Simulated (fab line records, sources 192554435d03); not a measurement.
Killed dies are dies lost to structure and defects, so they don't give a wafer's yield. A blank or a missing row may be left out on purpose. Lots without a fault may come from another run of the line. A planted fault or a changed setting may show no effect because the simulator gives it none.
fab line records | flow n5_finfet
record lots=10 wafers=28 last_day=18
route steps=1938 shown SD_EPI_N@287 BEOL_M4@1095 PASSIVATION@1936
lots that met no fault: from a run of the same line without faults
start_h: hours from the record's first day to the start of the lot's first wafer shown | wait_h: hours since the lot's step before | " the same as in the row above | L1.1+2: a row that stands for several wafers | - no value, or no start given | * or withheld: withheld | < > ~ a bound
route shown NAME@n: a module of which the file shows steps, and the number in the route of the first | usual: mean/standard deviation of fault-free wafers | same: alike in all rows | chamber/n: place in a boat | sites: the reading at each site | _std_site: their standard deviation | _edge_site: outer sites' mean less inner sites' | radius_mm: how far each site lies from the wafer's centre | mask NAME#n: copy n | behind: the tool/chamber that last shaped the wafer | hold: why the lot was held/for how many hours/how that ended | device: the transistor (n, p or np) that didn't switch | end of line: the same wafers' tests at the end of the route | a step without rows: its recipe alone | killed: dies lost to structure and defects at the first sort, not the wafer's yield | map: a wafer's dies, x killed, . not, _ none there
set.NAME: the setting as run; set.NAME@STEP: as run at that earlier step | model.NAME: the simulator's own value behind a step, which no gauge read
steps of the route over a sample of lots; a table a step, a row a wafer
services: from which hour (start_h, from the record's first day; less than 0 if before it) a tool's chamber was out of use, for how many hours, and why
## steps
# step N5_SD_EPI_N_VAPOR_ETCH_50
# recipe chemistry=HCl target=Si temp_c=775 time_s=54 pressure_torr=20 mode=isotropic
# usual lamp_inner_pct=19.8/2.5 susceptor_temp_C=775.0/0.34 throttle_valve_pct=11.4/0.35
# columns lot.wafer tool chamber start_h wait_h lamp_inner_pct susceptor_temp_C throttle_valve_pct
L112.3 epi_rpcvd-01 0 56.27 0.2 18.3 774.8 11.1
L112.4 " 0 " " 18.3 775.2 11.1
L112.6 " 0 " " 18.8 775.0 11.1
L114.1 epi_rpcvd-01 0 69.02 0.4 18.2 775.1 11.2
L114.2 " 0 " " 18.4 775.5 11.5
L114.3 " 0 " " 18.6 - 11.1
L118.3 epi_rpcvd-01 0 91.31 0.2 18.6 - 11.4
L118.4 " 0 " " 18.4 775.0 11.3
L119.2 epi_rpcvd-01 0 97.73 0.3 18.6 774.8 11.2
L119.3 " 0 " " 18.8 - 11.1
L127.2 epi_rpcvd-01 0 154.36 0.4 18.7 775.2 11.4
L127.4 " 0 " " 18.7 774.7 11.2
L127.5 " 0 " " 18.8 775.0 11.5
L129.4 epi_rpcvd-01 0 158.76 0.3 18.5 775.1 11.5
L129.5 " 0 " " 18.4 774.5 11.2
L129.6 " 0 " " 18.7 775.2 11.1
L130.1 epi_rpcvd-02 0 166.31 0.3 20.4 774.7 11.6
L130.2 " 0 " " 20.1 774.8 11.5
L130.6 " 0 " " 19.8 775.5 11.3
L132.1 epi_rpcvd-04 0 176.97 0.4 26.4 775.2 12.0
L132.3 " 0 " " 26.5 775.2 12.5
L132.4 " 0 " " 26.1 775.7 12.2
L133.3 epi_rpcvd-01 0 181.29 0.3 18.3 774.6 11.4
L133.4 " 0 " " 18.6 773.9 11.3
L133.6 " 0 " " 18.5 774.7 11.3
L134.2 epi_rpcvd-01 0 194.93 0.4 18.4 775.2 11.2
L134.3 " 0 " " 18.4 775.3 11.2
L134.5 " 0 " " 18.3 774.5 11.2
# step N5_BEOL_M4_ANNEAL_91
# recipe temp_c=400 time_s=240 ambient=vacuum
# usual heater_power_w=866/41 susceptor_temp_C=400.01/0.22
# columns lot.wafer tool chamber start_h wait_h heater_power_w susceptor_temp_C
L112.3 pvd_sputter-02 - 161.33 0.0 858 400.28
L112.4 " - " " 840 399.69
L112.6 " - " " 877 400.38
L114.1 pvd_sputter-03 - 179.56 0.0 849 399.64
L114.2 " - " " 935 400.16
L114.3 " - " " 820 400.12
L119.2 pvd_sputter-03 - 208.42 0.0 881 400.24
L119.3 " - " " 791 399.53
L118.3 pvd_sputter-02 - 208.56 0.0 888 400.14
L118.4 " - " " 806 399.84
L127.2 pvd_sputter-02 - 266.70 0.0 878 399.63
L127.4 " - " " 845 399.97
L127.5 " - " " 878 400.10
L130.1 pvd_sputter-01 - 284.96 0.0 832 399.81
L130.2 " - " " 960 399.93
L130.6 " - " " 844 399.95
L129.4 pvd_sputter-02 - 287.47 0.0 893 399.75
L129.5 " - " " 857 400.09
L129.6 " - " " 838 399.66
L132.1 pvd_sputter-02 - 293.50 0.0 852 400.28
L132.3 " - " " 858 399.99
L132.4 " - " " 871 400.10
L133.3 pvd_sputter-01 - 301.87 0.0 848 400.27
L133.4 " - " " 851 400.07
L133.6 " - " " 945 400.14
L134.2 pvd_sputter-02 - 306.87 0.0 860 399.73
L134.3 " - " " 867 400.10
L134.5 " - " " 886 400.05
# step N5_BEOL_M4_SPUTTER_96
# recipe material=Cu target_thk_a=45 temp_c=-20 chamber_pressure_pa=0.07 power_w=withheld time_s=8.29
# usual susceptor_temp_C=-20.00/0.11 throttle_valve_pct=30.0/1.2
# columns lot.wafer tool chamber start_h wait_h susceptor_temp_C throttle_valve_pct
L112.3 pvd_sputter-02 - 161.91 0.1 -20.17 31.0
L112.4 " - " " -19.95 29.2
L112.6 " - " " -19.93 30.8
L114.1 pvd_sputter-03 - 180.14 0.1 -20.07 28.1
L114.2 " - " " -19.79 30.9
L114.3 " - " " -20.06 30.9
L119.2 pvd_sputter-03 - 209.00 0.1 -20.09 29.8
L119.3 " - " " -20.08 30.7
L118.3 pvd_sputter-02 - 209.14 0.1 -19.88 28.1
L118.4 " - " " -20.06 29.4
L127.2 pvd_sputter-02 - 267.28 0.1 -20.10 30.6
L127.4 " - " " -19.91 27.9
L127.5 " - " " -20.10 30.9
L130.1 pvd_sputter-01 - 285.54 0.1 -19.95 32.4
L130.2 " - " " -20.20 29.5
L130.6 " - " " -19.92 32.4
L129.4 pvd_sputter-02 - 288.05 0.1 -19.87 28.1
L129.5 " - " " -19.84 30.6
L129.6 " - " " -20.03 29.4
L132.1 pvd_sputter-02 - 294.08 0.1 -20.10 29.4
L132.3 " - " " -20.00 28.0
L132.4 " - " " -19.94 30.0
L133.3 pvd_sputter-01 - 302.45 0.1 -20.06 29.4
L133.4 " - " " -19.85 30.7
L133.6 " - " " -19.94 29.3
L134.2 pvd_sputter-02 - 307.45 0.1 -20.09 28.1
L134.3 " - " " -20.01 29.8
L134.5 " - " " -19.97 29.7
# step N5_BEOL_M4_DEP_57
# recipe material=SiCN target_thk_a=80 temp_c=withheld precursor=3MS/NH3 pressure_torr=3 rf_w=202 time_s=14
# usual showerhead_plenum_p_Torr=3.659/0.015 throttle_valve_pct=9.0/0.3
# columns lot.wafer tool chamber start_h wait_h showerhead_plenum_p_Torr throttle_valve_pct
L112.3 pecvd-04 1 163.07 0.0 3.644 9.0
L112.4 " 2 " " 3.672 9.2
L112.6 " 1 " " 3.651 9.2
L114.1 pecvd-04 2 181.12 0.0 3.671 9.2
L114.2 " 1 " " 3.635 9.2
L114.3 " 0 " " 3.644 8.5
L119.2 pecvd-01 1 210.06 0.0 3.670 9.3
L119.3 " 1 " " 3.657 9.5
L118.3 pecvd-04 1 210.12 0.0 3.653 9.0
L118.4 " 1 " " 3.649 9.0
L127.2 pecvd-02 1 268.28 0.0 3.636 9.0
L127.4 " 0 " " 3.655 8.9
L127.5 " 2 " " 3.676 8.7
L130.1 pecvd-04 1 286.53 0.0 3.650 9.2
L130.2 " 2 " " 3.676 9.2
L130.6 " 1 " " 3.647 9.1
L129.4 pecvd-01 2 289.11 0.0 3.673 8.6
L129.5 " 2 " " 3.669 8.9
L129.6 " 1 " " 3.670 9.3
L132.1 pecvd-04 1 295.06 0.0 3.649 9.4
L132.3 " 2 " " 3.677 9.1
L132.4 " 2 " " 3.680 9.3
L133.3 pecvd-01 1 303.72 0.0 3.663 9.6
L133.4 " 2 " " 3.676 8.7
L133.6 " 0 " " 3.665 9.0
L134.2 pecvd-01 2 308.44 0.0 3.674 9.0
L134.3 " 1 " " 3.659 9.2
L134.5 " 1 " " 3.671 9.3
# step N5_BEOL_M4_RC_MEAS_101
# usual DIBL_N=36.5/1.4 DIBL_P=36.6/1.9 IOFF_N=0.167/0.029 IOFF_N_85C=3.2/0.46 IOFF_N_LIN=0.076/0.011 IOFF_P=0.21/0.033 ION_N=674/12 ION_P=460/8.9 REXT_N=75.8/1.7 SS_N=71.6/0.57 SS_P=73.4/0.61 VT_N=249/3.3 VT_N_LVT=98/3.4 VT_P=-250/3.3
# columns lot.wafer tool chamber start_h wait_h DIBL_N[mV/V] DIBL_P[mV/V] IOFF_N[nA/um] IOFF_N_85C[nA/um] IOFF_N_LIN[nA/um] IOFF_P[nA/um] ION_N[uA/um] ION_P[uA/um] REXT_N[ohm.um] SS_N[mV/dec] SS_P[mV/dec] VT_N[mV] VT_N_LVT[mV] VT_P[mV]
L112.3 prober-01 0 164.05 0.9 34.9 35.9 0.152 3.0 0.073 0.17 682 454 77.9 71.5 73.3 250 96 -254
L112.4 " 0 " " 34.5 35.7 0.133 2.7 0.063 0.18 660 449 78.2 71.4 73.7 251 101 -253
L112.6 " 0 " " 37.4 37.8 0.186 3.5 0.082 0.20 670 453 76.9 72.5 73.2 244 96 -253
L114.1 prober-02 0 181.24 0.0 36.0 37.2 0.162 3.2 0.077 0.23 693 478 74.6 71.3 72.9 252 97 -252
L114.2 " 0 " " 34.5 34.3 0.130 2.6 0.063 0.19 667 460 74.2 71.4 72.8 253 101 -250
L114.3 " 0 " " 30.3 36.9 0.074 1.6 0.040 0.22 603 457 95.0 70.8 73.6 263 113 -250
L119.2 prober-02 0 210.35 0.2 36.2 35.3 0.164 3.1 0.072 0.18 669 453 74.8 72.0 72.7 249 97 -253
L119.3 " 0 " " 29.2 35.3 0.080 1.7 0.043 0.18 621 457 96.6 70.3 73.0 259 108 -253
L118.3 prober-01 0 210.55 0.3 30.0 36.2 0.090 1.9 0.048 0.26 638 483 93.4 70.3 73.3 256 105 -244
L118.4 " 0 " " 34.1 34.4 0.137 2.7 0.067 0.23 680 475 73.8 70.8 73.2 249 98 -244
L127.2 prober-01 0 268.55 0.2 36.4 35.7 0.127 2.6 0.060 0.16 656 444 78.6 71.0 72.9 255 103 -257
L127.4 " 0 " " 40.3 39.6 0.217 4.1 0.092 0.22 674 453 77.7 72.3 74.0 245 94 -252
L127.5 " 0 " " 36.8 35.8 0.137 2.8 0.064 0.16 656 449 76.9 71.5 73.3 252 100 -258
L130.1 prober-02 0 286.76 0.0 35.4 35.2 0.142 2.8 0.068 0.17 675 463 75.7 71.0 72.1 249 97 -251
L130.2 " 0 " " 36.2 34.6 0.146 2.9 0.067 0.16 669 446 73.6 71.2 73.0 252 98 -256
L130.6 " 0 " " 35.8 35.9 0.151 3.0 0.072 0.18 684 466 75.2 71.3 73.0 252 96 -254
L129.4 prober-01 0 289.69 0.5 37.9 38.4 0.174 3.3 0.079 0.24 668 462 75.9 72.1 73.4 248 98 -251
L129.5 " 0 " " 39.4 41.1 0.228 4.1 0.100 0.29 703 481 75.2 71.8 74.9 245 94 -247
L129.6 " 0 " " 38.6 38.5 0.181 3.4 0.079 0.23 658 452 76.4 71.8 73.6 250 99 -251
L132.1 prober-02 0 295.18 0.0 34.0 34.6 0.139 2.8 0.068 0.20 679 465 75.1 71.0 72.8 250 100 -249
L132.3 " 0 " " 36.4 37.1 0.179 3.4 0.080 0.24 669 466 74.0 72.0 73.6 247 97 -243
L132.4 " 0 " " 36.2 37.3 0.174 3.3 0.077 0.25 674 467 75.4 71.8 73.0 248 98 -245
L133.3 prober-01 0 304.14 0.3 36.3 35.9 0.147 2.9 0.067 0.21 659 459 77.0 71.3 72.9 253 102 -249
L133.4 " 0 " " 38.2 37.1 0.161 3.1 0.073 0.23 665 457 77.3 71.4 73.6 250 100 -250
L133.6 " 0 " " 37.6 37.4 0.169 3.3 0.077 0.24 668 464 76.9 72.0 73.7 246 99 -249
L134.2 prober-01 0 308.71 0.2 35.2 34.8 0.133 2.7 0.064 0.19 649 452 74.6 72.1 72.1 252 100 -252
L134.3 " 0 " " 35.4 35.0 0.141 2.8 0.070 0.20 670 462 75.1 71.4 72.8 250 98 -251
L134.5 " 0 " " 36.6 36.5 0.165 3.2 0.076 0.21 663 447 75.2 72.4 71.9 249 97 -251
# step N5_PASSIVATION_PROBE_49
# usual defect_limited_yield=91.2/1.6 killed_at_M0_to_M3=34/11 killed_at_M4_up=14/5.7 killed_at_contacts=14/6.6 killed_at_front_end=37/10 killed_at_other=4/3.2 killed_dies=104/19 killed_open=69/13 killed_short=33/8.7 sort_bin_5_function=5.1/1 sort_bin_6_memory=3.3/0.76 sort_bin_8_speed=0.00/0.016 sort_n_pass=1076/19 sort_yield_pct=91.2/1.6
# same gross_dies=1180 killed_at_back_side=0 sort_bin_4_leakage[%]=0
# columns lot.wafer tool chamber start_h wait_h defect_limited_yield[%] killed_at_M0_to_M3 killed_at_M4_up killed_at_contacts killed_at_front_end killed_at_other killed_dies killed_open killed_short sort_bin_5_function[%] sort_bin_6_memory[%] sort_bin_8_speed[%] sort_n_pass sort_yield_pct[%]
L114.1 prober-02 - 275.76 0.0 89.5 28 29 15 47 5 124 77 38 5.8 3.7 0 1056 89.5
L114.2 prober-02 - 275.81 0.1 90.7 24 23 6 55 2 110 84 23 5.5 3.6 0 1070 90.7
L114.3 prober-02 - 275.86 0.1 92.9 37 14 3 30 0 84 57 26 4.2 2.6 87.20 67 5.7
L118.3 prober-02 - 305.10 0.1 92.7 37 4 4 37 4 86 57 29 5.1 2.0 6.86 1013 85.8
L118.4 prober-02 - 305.15 0.2 92.0 47 12 6 26 3 94 69 25 4.7 2.6 0 1086 92.0
L119.2 prober-02 - 308.74 0.1 92.6 25 14 12 29 7 87 61 24 4.5 2.6 0 1093 92.6
L119.3 prober-02 - 308.79 0.1 92.3 31 9 35 15 1 91 66 25 4.3 3.1 35.51 670 56.8
# killed by level:class
L114.1 BEOL_M4:geometric_particle:open=15 STI_FIN_REVEAL:geometric_particle:open=10 MOL_CONTACT_COAG:geometric_particle:open=10 BEOL_M0_SAQP:geometric_particle:short=9 BEOL_M1:geometric_particle:open=9 HKMG_FIN:area_etch=9 FIN_SAQP:geometric_particle:open=6 BEOL_M0_SAQP:geometric_particle:open=6
L114.2 STI_FIN_REVEAL:geometric_particle:open=13 BEOL_M4:geometric_particle:open=13 FIN_SAQP:geometric_particle:open=10 BEOL_M0_SAQP:geometric_particle:open=10 STARTING-WAFER:geometric_particle:open=9 BEOL_M1:geometric_particle:open=7 MOL_CONTACT_COAG:geometric_particle:open=6 FIN_SAQP:geometric_particle:short=3
L114.3 BEOL_M1:geometric_particle:open=11 BEOL_M2:geometric_particle:open=7 STI_FIN_REVEAL:geometric_particle:open=6 BEOL_M0_SAQP:geometric_particle:short=6 BEOL_M4:geometric_particle:open=5 BEOL_M1:geometric_particle:short=4 STARTING-WAFER:geometric_particle:open=4 ILD0:geometric_particle:open=3
L118.3 BEOL_M2:geometric_particle:open=10 STI_FIN_REVEAL:geometric_particle:open=7 DUMMY_GATE:geometric_particle:open=7 BEOL_M0_SAQP:geometric_particle:short=7 BEOL_M1:geometric_particle:open=6 GATE_CUT:geometric_particle:short=5 BEOL_M3:geometric_particle:open=5 BEOL_M0_SAQP:geometric_particle:open=4
L118.4 BEOL_M3:geometric_particle:open=11 BEOL_M1:geometric_particle:open=10 BEOL_M0_SAQP:geometric_particle:open=8 BEOL_M2:geometric_particle:open=7 GATE_CUT:geometric_particle:short=5 MOL_CONTACT_COAG:geometric_particle:open=5 BEOL_M0_SAQP:geometric_particle:short=5 DUMMY_GATE:geometric_particle:open=4
L119.2 MOL_CONTACT_COAG:geometric_particle:open=8 BEOL_M4:geometric_particle:open=8 GATE_CUT:geometric_particle:short=7 BEOL_M1:geometric_particle:open=7 MOL_CONTACT_COAG:geometric_particle:short=4 BEOL_M2:geometric_particle:open=4 PASS1_CAP:geometric_particle:open=4 FIN_SAQP:geometric_particle:short=3
L119.3 MOL_CONTACT_COAG:geometric_particle:open=31 BEOL_M0_SAQP:geometric_particle:open=12 BEOL_M0_SAQP:geometric_particle:short=8 MOL_CONTACT_COAG:geometric_particle:short=4 BEOL_M4:geometric_particle:open=3 BEOL_M1:geometric_particle:short=3 BEOL_M1:geometric_particle:open=3 BEOL_M3:geometric_particle:open=3
## services
# columns tool chamber start_h hours kind
epi_rpcvd-01 - 34.14 8.1 pm
pecvd-02 1 45.21 16.1 repair
pvd_sputter-03 - 45.74 2.7 repair
pvd_sputter-01 - 70.44 1.0 repair
epi_rpcvd-01 - 106.04 5.4 repair
epi_rpcvd-01 - 117.05 1.3 repair
pecvd-02 0 120.07 2.1 scheduled_down
pecvd-04 - 120.08 3.5 repair
pecvd-01 - 152.21 1.7 repair
epi_rpcvd-02 - 200.03 6.0 pm
pecvd-01 2 202.38 - clean
pecvd-01 2 202.38 - consumable_replace:showerhead
pecvd-01 2 202.38 29.0 scheduled_down
pecvd-01 2 202.38 29.0 vent_cycle
pecvd-02 0 206.64 4.7 repair
epi_rpcvd-01 - 217.69 1.3 repair
pecvd-01 - 241.79 14.6 pm
pecvd-04 - 254.23 6.0 pm
epi_rpcvd-01 - 257.12 0.9 repair
epi_rpcvd-02 - 260.01 14.6 pm
pecvd-01 1 279.98 6.5 repair
pecvd-01 0 287.45 3.9 repair
pecvd-02 - 290.07 1.3 repair
epi_rpcvd-04 - 297.93 2.8 pm
## key
first_sign step=N5_BEOL_M4_RC_MEAS_101 reading=REXT_N direction=up sigmas=11 usual=75.8 struck=95.0
effect step=N5_BEOL_M4_RC_MEAS_101 reading=DIBL_N direction=down sigmas=4.7 usual=36.5 struck=29.8
effect step=N5_BEOL_M4_RC_MEAS_101 reading=ION_N direction=down sigmas=4.4 usual=674 struck=621
effect step=N5_BEOL_M4_RC_MEAS_101 reading=VT_N_LVT direction=up sigmas=3.2 usual=98 struck=109
effect step=N5_BEOL_M4_RC_MEAS_101 reading=IOFF_N_85C direction=down sigmas=3.2 usual=3.2 struck=1.8
effect step=N5_BEOL_M4_RC_MEAS_101 reading=VT_N direction=up sigmas=3.1 usual=249 struck=259
effect step=N5_BEOL_M4_RC_MEAS_101 reading=IOFF_N_LIN direction=down sigmas=3 usual=0.076 struck=0.044
effect step=N5_BEOL_M4_RC_MEAS_101 reading=IOFF_N direction=down sigmas=2.9 usual=0.167 struck=0.081
effect step=N5_BEOL_M4_RC_MEAS_101 reading=SS_N direction=down sigmas=2.1 usual=71.6 struck=70.5
effect step=N5_PASSIVATION_PROBE_49 reading=sort_bin_8_speed direction=up sigmas=99+ usual=0.00 struck=43.19
met_at N5_SD_EPI_N_VAPOR_ETCH_50
struck_lots L114,L118,L119
struck_wafers L114.3,L118.3,L119.3
not_acting_at N5_BEOL_M4_ANNEAL_91,N5_BEOL_M4_SPUTTER_96,N5_BEOL_M4_DEP_57
onset_between 56.27 69.02
fault kind=process_parameter_drift tool=epi_rpcvd-01 chamber=- onset_h=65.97 steps=N5_SD_EPI_N_VAPOR_ETCH_50 channel=time_s offset=* shape=step end_h=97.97 scope=struck_wafers_only acts_in=* stated=*
